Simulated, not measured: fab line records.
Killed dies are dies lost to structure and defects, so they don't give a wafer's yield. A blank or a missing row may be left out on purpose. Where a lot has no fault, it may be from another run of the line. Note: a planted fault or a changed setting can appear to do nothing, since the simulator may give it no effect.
Matching of chambers || flow nandHarc || rieDiel-10 running NHARC_A_STAIRCASE_DESCUM_11: 4 sister chambers
The step chemistry O2, time 3 s. 8 wafers are shown with their chamber, then 8 later ones without.

WAFERS WITH THEIR CHAMBER
{"wafer": "L074.5", "chamber": 1, "drypumpMotorCurrentA (A)": 5.0, "showerheadPlenumPTorr (Torr)": 1.95}
{"wafer": "L088.5", "chamber": 1, "drypumpMotorCurrentA (A)": 5.0, "showerheadPlenumPTorr (Torr)": 1.93}
{"wafer": "L089.5", "chamber": 3, "drypumpMotorCurrentA (A)": 6.2, "showerheadPlenumPTorr (Torr)": 1.87}
{"wafer": "L089.6", "chamber": 2, "drypumpMotorCurrentA (A)": 5.8, "showerheadPlenumPTorr (Torr)": 1.88}
{"wafer": "L090.1", "chamber": 3, "drypumpMotorCurrentA (A)": 6.2, "showerheadPlenumPTorr (Torr)": 1.87}
{"wafer": "L090.2", "chamber": 2, "drypumpMotorCurrentA (A)": 5.7, "showerheadPlenumPTorr (Torr)": 1.87}
{"wafer": "L090.4", "chamber": 0, "drypumpMotorCurrentA (A)": 5.7, "showerheadPlenumPTorr (Torr)": 1.85}
{"wafer": "L091.1", "chamber": 0, "drypumpMotorCurrentA (A)": 5.7, "showerheadPlenumPTorr (Torr)": 1.85}

WAFERS WITH NO CHAMBER GIVEN
{"wafer": "L091.3", "drypumpMotorCurrentA (A)": 6.2, "showerheadPlenumPTorr (Torr)": 1.87}
{"wafer": "L091.4", "drypumpMotorCurrentA (A)": 5.8, "showerheadPlenumPTorr (Torr)": 1.87}
{"wafer": "L094.3", "drypumpMotorCurrentA (A)": 5.7, "showerheadPlenumPTorr (Torr)": 1.85}
{"wafer": "L094.4", "drypumpMotorCurrentA (A)": 6.2, "showerheadPlenumPTorr (Torr)": 1.86}
{"wafer": "L094.6", "drypumpMotorCurrentA (A)": 5.7, "showerheadPlenumPTorr (Torr)": 1.85}
{"wafer": "L095.1", "drypumpMotorCurrentA (A)": 6.2, "showerheadPlenumPTorr (Torr)": 1.86}
{"wafer": "L095.2", "drypumpMotorCurrentA (A)": 5.7, "showerheadPlenumPTorr (Torr)": 1.85}
{"wafer": "L095.4", "drypumpMotorCurrentA (A)": 5.1, "showerheadPlenumPTorr (Torr)": 1.93}

WHICH CHAMBER EACH WENT THROUGH
{"wafer": "L091.3", "from the rows above": 3, "in truth": 3}
{"wafer": "L091.4", "from the rows above": 2, "in truth": 2}
{"wafer": "L094.3", "from the rows above": 0, "in truth": 0}
{"wafer": "L094.4", "from the rows above": 3, "in truth": 3}
{"wafer": "L094.6", "from the rows above": 0, "in truth": 0}
{"wafer": "L095.1", "from the rows above": 3, "in truth": 3}
{"wafer": "L095.2", "from the rows above": 0, "in truth": 0}
{"wafer": "L095.4", "from the rows above": 1, "in truth": 1}
Correct placement for 8 of the 8. Number that these rows cannot place: 0. Number placed wrongly: 0.
How it was worked out, from the rows above alone: a wafer's distance from a chamber is the root of the sum, over the readings, of the square of ((its reading less the chamber's mean) divided by the reading's scatter). The wafer belongs to the nearest chamber; if the next one is less than 2 further off, it can't be placed. For every chamber, the mean is computed from those of its wafers that are shown. The scatter: the root of (the sum of the squares of (reading less its chamber's mean) over the shown wafers, divided by (wafers less chambers)).
